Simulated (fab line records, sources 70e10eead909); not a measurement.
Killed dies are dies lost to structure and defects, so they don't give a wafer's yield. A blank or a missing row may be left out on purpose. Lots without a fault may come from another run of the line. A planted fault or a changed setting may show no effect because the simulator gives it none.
One fault seen from 2 desks | flow nand_harc | each desk has only its own numbers; what lay behind them comes last

THE TOOL OWNER'S DESK: rie_diel-03
The tool's own readings at NHARC_A_CONTACT_ETCH_30 (etches the open film in CF4/CHF3, target depth 60.5 nm, time 30.2 s): means of the sampled wafers that have a number, for each lot that ran on this tool. A lot is out of limits, marked OUT, if its mean lies more than 4 standard deviations from the usual mean; the brackets give that distance. Of its 8 readings 7 are shown: those that lie furthest out on some lot.
Columns: A = chf3_flow_sccm at NHARC_A_CONTACT_ETCH_30, usual 29.99 sccm; B = drypump_motor_current_A at NHARC_A_CONTACT_ETCH_30, usual 5.7 A; C = mfc_ar_sccm at NHARC_A_CONTACT_ETCH_30, usual 0.006 sccm; D = oes_product_au at NHARC_A_CONTACT_ETCH_30, usual 0.933 a.u.; E = rf_vpp_V at NHARC_A_CONTACT_ETCH_30, usual 370.9 V; F = run_length_s at NHARC_A_CONTACT_ETCH_30, usual 51.7 s; G = showerhead_plenum_p_Torr at NHARC_A_CONTACT_ETCH_30, usual 1.58 Torr
lot  | first seen here | A     | B   | C     | D     | E     | F    | G
L561 | day 17 07:31    | 30.03 | 5.5 | 0.014 | 0.924 | 371.6 | 51.9 | 1.59
L571 | day 19 10:45    | 29.97 | 5.7 | 0.005 | 0.917 | 370.6 | 50.8 | 1.57
This desk's finding: nothing out of limits on any of the 2 lots.

THE METROLOGY DESK
What the gauges read, lot by lot, whatever tool the lot ran on: means of the sampled wafers that have a number. A lot is out of limits, marked OUT, if its mean lies more than 4 standard deviations from the usual mean; the brackets give that distance.
Columns: A = overlay_x_nm at NHARC_A_CONTACT_OVL_MEAS_09, usual 0.3 nm; B = overlay_y_nm at NHARC_A_CONTACT_OVL_MEAS_09, usual 0.1 nm
lot  | first seen here | A    | B
L561 | day 17 06:53    | -0.1 | 0.2
L565 | day 17 09:14    | 0.4  | -0.7
L562 | day 17 11:06    | 0.2  | 0.2
L571 | day 19 10:07    | 0.2  | -0.7
L575 | day 20 15:35    | -1.2 | 0.8
L574 | day 20 21:58    | -1.5 | -0.2
L577 | day 21 12:03    | -0.4 | 0.7
L580 | day 21 17:15    | -0.4 | -0.2
L579 | day 22 07:02    | 2.1  | 0.3
This desk's finding: nothing out of limits on any of the 9 lots.

PUT TOGETHER
The tool owner's desk saw nothing out of limits.
The metrology desk saw nothing out of limits.

WHAT THE SIMULATOR HAD PUT IN
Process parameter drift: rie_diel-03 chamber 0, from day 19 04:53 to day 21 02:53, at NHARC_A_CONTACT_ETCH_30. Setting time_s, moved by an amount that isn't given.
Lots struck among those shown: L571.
